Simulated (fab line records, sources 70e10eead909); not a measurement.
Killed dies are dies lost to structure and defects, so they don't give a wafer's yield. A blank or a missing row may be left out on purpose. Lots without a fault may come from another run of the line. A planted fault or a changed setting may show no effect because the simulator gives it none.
Which tool did it? | flow nand_harc | 24 lots, 72 wafers sampled, at 6 steps of a route of 1302

WHAT THE GAUGES READ, wafer by wafer
NHARC_P_BONDPAD_THK_MEAS_33: measures by ellipsometry.
lot  | measured     | on            | thk_nm (nm)
L074 | day 6 14:14  | film_metro-02 | 198.9 199.4 200.2
L075 | day 6 20:03  | film_metro-02 | 198.8 200.3 200.8
L076 | day 7 09:52  | film_metro-02 | 200.9 198.3 201.7
L077 | day 7 18:03  | film_metro-01 | 202.0 199.4 199.3
L078 | day 8 05:24  | film_metro-01 | 199.8 198.6 200.9
L079 | day 8 12:47  | film_metro-01 | 196.9 200.3 202.1
L080 | day 9 00:46  | film_metro-01 | 199.2 199.9 198.2
L081 | day 9 16:49  | film_metro-02 | 198.1 200.7 200.5
L082 | day 9 22:34  | film_metro-01 | 201.9 199.6 198.1
L083 | day 10 20:59 | film_metro-02 | 198.8 201.7 195.5
L085 | day 11 03:32 | film_metro-01 | 201.1 202.4 202.0
L084 | day 11 05:36 | film_metro-02 | 199.3 198.8 201.3
L086 | day 11 11:35 | film_metro-01 | 197.6 197.1 198.3
L088 | day 12 12:49 | film_metro-02 | 201.9 201.2 202.3
L087 | day 12 13:49 | film_metro-02 | 199.1 201.0 199.5
L089 | day 12 17:37 | film_metro-01 | 198.4 203.4 198.6
L090 | day 13 09:15 | film_metro-01 | 202.1 201.3 200.6
L091 | day 13 11:16 | film_metro-02 | 200.0 200.6 199.9
L092 | day 13 23:02 | film_metro-01 | 198.3 201.0 196.4
L093 | day 14 09:45 | film_metro-02 | 201.0 201.6 199.7
L094 | day 14 23:12 | film_metro-01 | 201.0 202.0 200.4
L095 | day 15 11:08 | film_metro-02 | 200.4 199.3 197.8
L096 | day 15 16:31 | film_metro-02 | 199.1 197.5 199.2
L097 | day 16 00:14 | film_metro-02 | 199.6 203.2 198.4

WHICH TOOL RAN EACH LOT (tool, then ch and the chambers of the sampled wafers, then the start)
lot  | NHARC_P_CONTACT_PVD_32                  | NHARC_P_M0_ETCH_34                 | NHARC_P_M0_PRE_CLEAN_31         | NHARC_P_M0_DEP_32               | NHARC_P_M2_ETCH_28
L074 | pvd_sputter-01, day 6 02:23 or earlier  | rie_diel-03 ch 1,2,3, day 6 02:23  | pecvd-04 ch 1,2, day 6 04:53    | pecvd-04 ch 1,2, day 6 04:59    | rie_diel-07 ch 0,1,2, day 6 14:14 or earlier
L075 | pvd_sputter-03, day 6 08:13 or earlier  | rie_diel-06 ch 0,1, day 6 08:13    | pecvd-04 ch 0,1, day 6 10:47    | pecvd-04 ch 0,1, day 6 10:55    | rie_diel-07 ch 0,2, day 6 20:03 or earlier
L076 | pvd_sputter-03, day 6 21:46 or earlier  | rie_diel-03 ch 1,2,3, day 6 21:46  | pecvd-02 ch 0,1,2, day 7 00:24  | pecvd-02 ch 0,1,2, day 7 00:31  | rie_diel-10 ch 0,1,2, day 7 09:52 or earlier
L077 | pvd_sputter-02, day 7 05:44 or earlier  | rie_diel-03 ch 1,2, day 7 05:44    | pecvd-02 ch 0,1,2, day 7 08:14  | pecvd-02 ch 0,1,2, day 7 08:24  | rie_diel-09 ch 0,1,3, day 7 18:03 or earlier
L078 | pvd_sputter-02, day 7 17:19 or earlier  | rie_diel-08 ch 1,2,3, day 7 17:19  | pecvd-02 ch 0,2, day 7 19:49    | pecvd-02 ch 0,2, day 7 19:56    | rie_diel-07 ch 0,1,3, day 8 05:24 or earlier
L079 | pvd_sputter-02, day 8 00:50 or earlier  | rie_diel-03 ch 0,3, day 8 00:50    | pecvd-04 ch 0,1, day 8 03:20    | pecvd-04 ch 0,1, day 8 03:29    | rie_diel-10 ch 0,2,3, day 8 12:47 or earlier
L080 | pvd_sputter-02, day 8 12:25 or earlier  | rie_diel-06 ch 0,1,3, day 8 12:25  | pecvd-01 ch 0,1,2, day 8 15:17  | pecvd-01 ch 0,1,2, day 8 15:22  | rie_diel-09 ch 0,2,3, day 9 00:46 or earlier
L081 | pvd_sputter-03, day 9 04:53 or earlier  | rie_diel-06 ch 0,2,3, day 9 04:53  | pecvd-04 ch 0,1,2, day 9 07:22  | pecvd-04 ch 0,1,2, day 9 07:29  | rie_diel-09 ch 0,3, day 9 16:49 or earlier
L082 | pvd_sputter-03, day 9 10:32 or earlier  | rie_diel-08 ch 0,2,3, day 9 10:32  | pecvd-02 ch 0,1,2, day 9 13:04  | pecvd-02 ch 0,1,2, day 9 13:08  | rie_diel-07 ch 0,1,2, day 9 22:34 or earlier
L083 | pvd_sputter-01, day 10 09:03 or earlier | rie_diel-06 ch 0,1,2, day 10 09:03 | pecvd-04 ch 0,1, day 10 11:31   | pecvd-04 ch 0,1, day 10 11:38   | rie_diel-09 ch 1,2,3, day 10 20:59 or earlier
L085 | pvd_sputter-02, day 10 15:34 or earlier | rie_diel-03 ch 0,1,3, day 10 15:34 | pecvd-04 ch 0,1,2, day 10 18:02 | pecvd-04 ch 0,1,2, day 10 18:07 | rie_diel-09 ch 0,2,3, day 11 03:32 or earlier
L084 | pvd_sputter-02, day 10 17:31 or earlier | rie_diel-06 ch 0,1,2, day 10 17:31 | pecvd-01 ch 0,1, day 10 20:00   | pecvd-01 ch 0,1, day 10 20:05   | rie_diel-09 ch 0,1, day 11 05:36 or earlier
L086 | pvd_sputter-02, day 10 23:24 or earlier | rie_diel-08 ch 0,1,3, day 10 23:24 | pecvd-02 ch 0,2, day 11 01:50   | pecvd-02 ch 0,2, day 11 01:58   | rie_diel-09 ch 0,1,2, day 11 11:35 or earlier
L088 | pvd_sputter-03, day 12 00:20 or earlier | rie_diel-03 ch 0,1,3, day 12 00:20 | pecvd-04 ch 0,1, day 12 02:47   | pecvd-04 ch 0,1, day 12 02:54   | rie_diel-07 ch 0,2, day 12 12:49 or earlier
L087 | pvd_sputter-02, day 12 01:09 or earlier | rie_diel-03 ch 1,2,3, day 12 01:09 | pecvd-02 ch 0, day 12 03:38     | pecvd-02 ch 0, day 12 03:58     | rie_diel-10 ch 0,1,3, day 12 13:49 or earlier
L089 | pvd_sputter-03, day 12 05:31 or earlier | rie_diel-03 ch 1,3, day 12 05:31   | pecvd-01 ch 0,1, day 12 07:58   | pecvd-01 ch 0,1, day 12 08:03   | rie_diel-09 ch 0,1,2, day 12 17:37 or earlier
L090 | pvd_sputter-03, day 12 21:17 or earlier | rie_diel-08 ch 0,1,3, day 12 21:17 | pecvd-02 ch 0,1,2, day 12 23:47 | pecvd-02 ch 0,1,2, day 12 23:57 | rie_diel-09 ch 0,2,3, day 13 09:15 or earlier
L091 | pvd_sputter-01, day 12 23:22 or earlier | rie_diel-06 ch 0,1,3, day 12 23:22 | pecvd-04 ch 0,1,2, day 13 01:49 | pecvd-04 ch 0,1,2, day 13 01:56 | rie_diel-10 ch 1,2,3, day 13 11:16 or earlier
L092 | pvd_sputter-02, day 13 11:05 or earlier | rie_diel-03 ch 0,2,3, day 13 11:05 | pecvd-02 ch 0,1,2, day 13 13:33 | pecvd-02 ch 0,1,2, day 13 13:38 | rie_diel-10 ch 0,2,3, day 13 23:02 or earlier
L093 | pvd_sputter-01, day 13 21:41 or earlier | rie_diel-03 ch 0,1, day 13 21:41   | pecvd-04 ch 1,2, day 14 00:10   | pecvd-04 ch 1,2, day 14 00:16   | rie_diel-07 ch 0,1,2, day 14 09:45 or earlier
L094 | pvd_sputter-02, day 14 11:25 or earlier | rie_diel-03 ch 0,1,2, day 14 11:25 | pecvd-01 ch 0,1, day 14 13:53   | pecvd-01 ch 0,1, day 14 14:00   | rie_diel-10 ch 1,2, day 14 23:12 or earlier
L095 | pvd_sputter-01, day 14 22:54 or earlier | rie_diel-03 ch 0,1,3, day 14 22:54 | pecvd-01 ch 0,2, day 15 01:23   | pecvd-01 ch 0,2, day 15 01:28   | rie_diel-10 ch 0,1,3, day 15 11:08 or earlier
L096 | pvd_sputter-03, day 15 04:46 or earlier | rie_diel-03 ch 0,1,2, day 15 04:46 | pecvd-04 ch 0,1,2, day 15 07:12 | pecvd-04 ch 0,1,2, day 15 07:17 | rie_diel-07 ch 0,1,2, day 15 16:31 or earlier
L097 | pvd_sputter-01, day 15 12:23 or earlier | rie_diel-03 ch 0,1,2, day 15 12:23 | pecvd-01 ch 1,2, day 15 14:51   | pecvd-01 ch 1,2, day 15 14:59   | rie_diel-10 ch 1,2, day 16 00:14 or earlier
- NHARC_P_CONTACT_PVD_32: deposits Ti, target thk 5 nm, time 17.7 s.
- NHARC_P_M0_ETCH_34: etches the open film in N2/H2, target depth 40 nm, overetch 12 nm, time 43.94 s.
- NHARC_P_M0_PRE_CLEAN_31: time 12 s.
- NHARC_P_M0_DEP_32: deposits SiCN, target thk 30 nm.
- NHARC_P_M2_ETCH_28: etches the open film in CF4/N2, target depth 30 nm, time 72.99 s.

WHAT THE TOOLS THEMSELVES READ (means of the sampled wafers that have a number; where no wafer has one, the mark that the record gives instead)
NHARC_P_CONTACT_PVD_32.
lot  | tool           | cathode_dc_power_W (W) | throttle_valve_pct (%)
L074 | pvd_sputter-01 | 5000.0                 | 30.5
L075 | pvd_sputter-03 | 4999.8                 | 30.2
L076 | pvd_sputter-03 | 5001.1                 | 29.3
L077 | pvd_sputter-02 | 5000.3                 | 31.1
L078 | pvd_sputter-02 | 4999.4                 | 31.3
L079 | pvd_sputter-02 | 5000.6                 | 31.1
L080 | pvd_sputter-02 | 4999.9                 | 31.2
L081 | pvd_sputter-03 | 4999.3                 | 29.9
L082 | pvd_sputter-03 | 4999.6                 | 29.3
L083 | pvd_sputter-01 | 5000.2                 | 30.7
L085 | pvd_sputter-02 | 4999.5                 | 31.2
L084 | pvd_sputter-02 | 4999.7                 | 31.0
L086 | pvd_sputter-02 | 5000.0                 | 31.2
L088 | pvd_sputter-03 | 4999.4                 | 29.4
L087 | pvd_sputter-02 | 5000.5                 | 31.2
L089 | pvd_sputter-03 | 5000.5                 | 29.4
L090 | pvd_sputter-03 | 5000.1                 | 29.5
L091 | pvd_sputter-01 | 5000.0                 | 30.4
L092 | pvd_sputter-02 | 4999.8                 | 30.9
L093 | pvd_sputter-01 | 4999.8                 | 29.9
L094 | pvd_sputter-02 | 4999.9                 | 31.1
L095 | pvd_sputter-01 | 4998.9                 | 29.9
L096 | pvd_sputter-03 | 5000.6                 | 29.6
L097 | pvd_sputter-01 | 4999.2                 | 30.2

NHARC_P_M0_ETCH_34.
lot  | tool        | drypump_motor_current_A (A) | oes_product_au (a.u.) | rf_vpp_V (V) | showerhead_plenum_p_Torr (Torr) | throttle_valve_pct (%)
L074 | rie_diel-03 | 5.6                         | 1.002                 | 433.2        | 2.14                            | 14.175
L075 | rie_diel-06 | 5.3                         | 0.977                 | 426.6        | 1.89                            | 14.177
L076 | rie_diel-03 | 5.6                         | 0.992                 | 432.8        | 2.13                            | 14.168
L077 | rie_diel-03 | 5.8                         | 0.998                 | 431.8        | 2.11                            | 14.165
L078 | rie_diel-08 | 5.0                         | 0.991                 | 428.7        | 1.97                            | 14.165
L079 | rie_diel-03 | 5.3                         | 1.003                 | 432.3        | 2.11                            | 14.161
L080 | rie_diel-06 | 5.3                         | 0.998                 | 430.8        | 2.02                            | 14.183
L081 | rie_diel-06 | 5.1                         | 1.004                 | 426.9        | 1.92                            | 14.175
L082 | rie_diel-08 | 5.0                         | 0.990                 | 431.4        | 2.05                            | 14.176
L083 | rie_diel-06 | 5.2                         | 1.000                 | 429.4        | 2.01                            | 14.167
L085 | rie_diel-03 | 5.5                         | 0.993                 | 432.2        | 2.08                            | 14.184
L084 | rie_diel-06 | 5.2                         | 0.994                 | 430.1        | 2.01                            | 14.168
L086 | rie_diel-08 | 5.1                         | 0.999                 | 432.8        | 2.08                            | 14.174
L088 | rie_diel-03 | 5.4                         | 0.997                 | 431.8        | 2.08                            | 14.167
L087 | rie_diel-03 | 5.6                         | 0.998                 | 432.8        | 2.13                            | 14.171
L089 | rie_diel-03 | 5.6                         | 1.003                 | 434.0        | 2.15                            | 14.171
L090 | rie_diel-08 | 5.1                         | 0.998                 | 432.0        | 2.08                            | 14.178
L091 | rie_diel-06 | 5.3                         | 0.996                 | 429.8        | 2.01                            | 14.178
L092 | rie_diel-03 | 5.3                         | 0.987                 | 431.3        | 2.07                            | 14.176
L093 | rie_diel-03 | 5.7                         | 1.009                 | 430.4        | 2.06                            | 14.166
L094 | rie_diel-03 | 5.5                         | 0.996                 | 430.9        | 2.05                            | 14.172
L095 | rie_diel-03 | 5.4                         | 1.001                 | 431.2        | 2.08                            | 14.172
L096 | rie_diel-03 | 5.5                         | 0.992                 | 430.7        | 2.05                            | 14.173
L097 | rie_diel-03 | 5.5                         | 0.994                 | 430.3        | 2.05                            | 14.175

NHARC_P_M0_PRE_CLEAN_31.
lot  | tool     | heater_power_w (W)
L074 | pecvd-04 | 630
L075 | pecvd-04 | 637
L076 | pecvd-02 | 612
L077 | pecvd-02 | 643
L078 | pecvd-02 | 650
L079 | pecvd-04 | 617
L080 | pecvd-01 | 637
L081 | pecvd-04 | 610
L082 | pecvd-02 | 628
L083 | pecvd-04 | 607
L085 | pecvd-04 | 626
L084 | pecvd-01 | 632
L086 | pecvd-02 | 667
L088 | pecvd-04 | 666
L087 | pecvd-02 | 660
L089 | pecvd-01 | 623
L090 | pecvd-02 | 602
L091 | pecvd-04 | 645
L092 | pecvd-02 | 610
L093 | pecvd-04 | 627
L094 | pecvd-01 | 675
L095 | pecvd-01 | 602
L096 | pecvd-04 | 676
L097 | pecvd-01 | 592

NHARC_P_M0_DEP_32.
lot  | tool     | heater_power_w (W)
L074 | pecvd-04 | 584
L075 | pecvd-04 | 610
L076 | pecvd-02 | 610
L077 | pecvd-02 | 590
L078 | pecvd-02 | 647
L079 | pecvd-04 | 612
L080 | pecvd-01 | 590
L081 | pecvd-04 | 607
L082 | pecvd-02 | 607
L083 | pecvd-04 | 536
L085 | pecvd-04 | 570
L084 | pecvd-01 | 606
L086 | pecvd-02 | 522
L088 | pecvd-04 | 601
L087 | pecvd-02 | 631
L089 | pecvd-01 | 554
L090 | pecvd-02 | 571
L091 | pecvd-04 | 632
L092 | pecvd-02 | 531
L093 | pecvd-04 | 580
L094 | pecvd-01 | 546
L095 | pecvd-01 | 539
L096 | pecvd-04 | 575
L097 | pecvd-01 | 545

NHARC_P_M2_ETCH_28.
lot  | tool        | drypump_motor_current_A (A) | oes_product_au (a.u.) | rf_vpp_V (V) | showerhead_plenum_p_Torr (Torr) | throttle_valve_pct (%)
L074 | rie_diel-07 | 5.8                         | 1.003                 | 316.6        | 2.76                            | 19.785
L075 | rie_diel-07 | 5.9                         | 1.002                 | 315.9        | 2.70                            | 19.799
L076 | rie_diel-10 | 5.5                         | 0.998                 | 315.0        | 2.64                            | 19.794
L077 | rie_diel-09 | 6.1                         | 0.997                 | 314.7        | 2.68                            | 19.806
L078 | rie_diel-07 | 6.1                         | 1.014                 | 314.4        | 2.66                            | 19.796
L079 | rie_diel-10 | 5.4                         | 0.990                 | 313.1        | 2.57                            | 19.794
L080 | rie_diel-09 | 6.0                         | 1.004                 | 316.5        | 2.73                            | 19.797
L081 | rie_diel-09 | 6.0                         | 0.998                 | 316.1        | 2.74                            | 19.797
L082 | rie_diel-07 | 5.8                         | 1.003                 | 316.6        | 2.76                            | 19.796
L083 | rie_diel-09 | 6.1                         | 1.009                 | 317.2        | 2.76                            | 19.801
L085 | rie_diel-09 | 6.0                         | 1.005                 | 315.5        | 2.73                            | 19.792
L084 | rie_diel-09 | 6.2                         | 1.007                 | 314.2        | 2.63                            | 19.792
L086 | rie_diel-09 | 6.1                         | 0.994                 | 315.1        | 2.68                            | 19.795
L088 | rie_diel-07 | 5.8                         | 0.999                 | 315.7        | 2.70                            | 19.791
L087 | rie_diel-10 | 5.8                         | 0.999                 | 312.4        | 2.54                            | 19.787
L089 | rie_diel-09 | 6.1                         | 1.001                 | 315.6        | 2.68                            | 19.791
L090 | rie_diel-09 | 6.0                         | 0.999                 | 315.1        | 2.73                            | 19.798
L091 | rie_diel-10 | 5.5                         | 0.996                 | 314.9        | 2.65                            | 19.792
L092 | rie_diel-10 | 5.5                         | 0.993                 | 314.2        | 2.57                            | 19.799
L093 | rie_diel-07 | 5.9                         | 1.001                 | 315.8        | 2.76                            | 19.793
L094 | rie_diel-10 | 5.1                         | 0.986                 | 317.4        | 2.75                            | 19.790
L095 | rie_diel-10 | 5.8                         | 1.006                 | 312.7        | 2.54                            | 19.790
L096 | rie_diel-07 | 5.8                         | 1.005                 | 316.7        | 2.75                            | 19.799
L097 | rie_diel-10 | 5.1                         | 0.999                 | 316.7        | 2.75                            | 19.795

THE ANSWER, worked out from the rows above alone
Rule: what is usual is taken from the lots themselves. Put in order of their means at a reading, lots are off if they are a third of the lots or fewer, leave a main group of 4 or more, and stand apart from it by a gap of 3 or more times the standard deviation of the main group's means; of several such gaps the widest counts. A main group whose means are all the same, to the digits that the tables above print for the reading, isn't used. A lot without any number at a reading at which 4 lots or more have one is off too. The other lots that the step has rows for count as sound. The gauges are gone through in route order, then the tools' own readings, and for those a lot's mean is taken as printed above. The first step at which some lot is off is used, and at that step the reading that is off furthest; a lot without a number counts as furthest.
No lot is off at any reading shown: from this, nothing can be told.

WHAT THE SIMULATOR HAD PUT IN
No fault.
